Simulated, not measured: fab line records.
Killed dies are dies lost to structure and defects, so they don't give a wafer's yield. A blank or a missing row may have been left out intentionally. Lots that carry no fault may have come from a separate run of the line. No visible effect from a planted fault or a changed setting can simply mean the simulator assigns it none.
Chamber matching | flow n5-finfet | N5_FIN_SAQP_MANDREL_ETCH_22 on rie-si-04 has 4 sister chambers
The step etches a-Si in HBr/Cl2, stops on SiNx, target depth 60 nm, bt time 10 s, time 30 s. 4 wafers are shown with their chamber, then 12 later ones without.

## WAFERS WITH THEIR CHAMBER
wafer  | chamber | throttle-valve-pct (%)
L089.6 | 2       | 35.0
L090.6 | 0       | 35.2
L092.1 | 3       | 35.0
L092.5 | 1       | 35.4

## WAFERS MISSING THEIR CHAMBER
wafer  | throttle-valve-pct (%)
L093.1 | 35.0
L093.4 | 35.2
L093.5 | 35.4
L095.4 | 34.9
L095.5 | 34.9
L095.6 | 35.4
L096.1 | 35.2
L096.3 | 35.2
L096.5 | 35.2
L097.2 | 35.2
L097.4 | 35.4
L097.5 | 35.2

## THE CHAMBER EACH PASSED THROUGH
wafer  | from the rows above     | in truth
L093.1 | can't be placed: 2 or 3 | 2
L093.4 | 0                       | 0
L093.5 | 1                       | 1
L095.4 | can't be placed: 2 or 3 | 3
L095.5 | can't be placed: 2 or 3 | 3
L095.6 | 1                       | 1
L096.1 | 0                       | 0
L096.3 | 0                       | 0
L096.5 | 0                       | 0
L097.2 | 0                       | 0
L097.4 | 1                       | 1
L097.5 | 0                       | 0
Correct placement for 9 of the 12. Can't be placed from these rows: 3 (the true chamber is among the candidates in 3). Wrongly placed: 0.
How it was worked out, from the rows above alone: a wafer's distance from a chamber is the root of the sum, over the readings, of the square of ((its reading less the chamber's mean) divided by the reading's scatter). The wafer belongs to the nearest chamber; if the next one is less than 2 further off, it can't be placed. The mean given for a chamber averages the wafers shown for that chamber. The scatter (one wafer shown for each chamber): square how far every hidden wafer sits from the nearest shown wafer, average those squares and take the square root.
